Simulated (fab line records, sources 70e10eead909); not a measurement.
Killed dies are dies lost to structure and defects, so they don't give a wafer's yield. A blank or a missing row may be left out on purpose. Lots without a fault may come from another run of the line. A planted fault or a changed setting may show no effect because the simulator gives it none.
Problem report in the 8D (eight disciplines) form, filled by code | flow nand_harc | the parts of the form that need people (team, actions taken, sign-off) are left out

1. THE PROBLEM
killed_at_array at NHARC_END_SORT_01 reads a mean of 492 on 2 wafers of 1 lot; wafers without a fault read 57 with a standard deviation of 21. That is +21 standard deviations from the usual mean.
First seen on wafer L861.1, day 30 15:49, on prober-02. The record holds 3 wafers of 1 lot with a number at this step. Rule for "out", or "out of limits": more than 4 standard deviations from the usual mean. The other wafers with a number count as sound.

2. WHAT IT IS AND WHAT IT IS NOT
question                    | is                                                 | is not
which readings at this step | killed_at_array, defect_limited_yield, killed_dies | killed_at_other, killed_at_periphery, killed_open, killed_short
which lots                  | L861                                               | -
which wafers of those lots  | L861.1, L861.5                                     | L861.2
read on which gauges        | prober-02                                          | -
when                        | from day 30 15:49                                  | up to then (0 sound wafers); but 1 sound wafer of L861 came after

3. SUSPECTS, AND WHAT RULES EACH OUT
Counting: a tool at a process step up to the reading stays a suspect if it ran every lot that is out. Sound lots after the first of them don't rule it out here, since some wafers of a struck lot are sound.
- the gauge at NHARC_END_SORT_01: kept. All the wafers that are out were read on prober-02, and no step on other tools shows them out.
- ecd_cu-02 at NHARC_A_M1_ECD_22 (material Cu, target thk 400 nm): kept. It ran the lot that is out, L861 (day 29 05:21).
- rie_diel-02 at NHARC_THIN_TSV_DESCUM_14 (chemistry O2, time 3 s): kept. It ran the lot that is out, L861 (day 29 23:35).
- pvd_sputter-01 at NHARC_THIN_TSV_PRE_CLEAN_54 (time 30 s): kept. It ran the lot that is out, L861 (day 30 04:18).
- Within rie_diel-02 at NHARC_THIN_TSV_DESCUM_14: the wafers that are out ran in chamber 1; their sound lot-mates ran in chamber 3.
Left after counting: ecd_cu-02 at NHARC_A_M1_ECD_22, rie_diel-02 at NHARC_THIN_TSV_DESCUM_14, pvd_sputter-01 at NHARC_THIN_TSV_PRE_CLEAN_54, prober-02 at NHARC_END_SORT_01.

4. THE CAUSE (what the simulator had put in)
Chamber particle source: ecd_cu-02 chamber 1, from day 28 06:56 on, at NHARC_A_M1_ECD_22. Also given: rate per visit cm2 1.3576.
Counting left 4 suspects, and this tool is among them.

5. THE CHAIN OF EFFECTS, in route order
Each row: a reading whose mean over the struck wafers that have a number lies more than 3 standard deviations from the usual. Only readings for which the record gives a usual standard deviation are gone through. hours: the time from each lot's start at the first step in this table that gives one to its start at this step, as a median over the lots. sigmas: the change in usual standard deviations.
hours | step              | reading              | usual | on struck wafers | change | sigmas
0     | NHARC_END_SORT_01 | defect_limited_yield | 91 %  | 27               | -64    | -21
0     | NHARC_END_SORT_01 | killed_at_array      | 57    | 492              | +434   | +21
0     | NHARC_END_SORT_01 | killed_dies          | 62    | 494              | +432   | +21

6. WHAT WOULD HAVE CAUGHT IT SOONER
In this record the first reading out of limits at a measuring or inspecting step was taken at day 30 15:49, 57 hours after the fault began at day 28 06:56.
All the lots that are out (1) had begun NHARC_A_M1_ECD_22 on ecd_cu-02 by day 30 15:49. A hold on the tool at that time would have spared none of them.
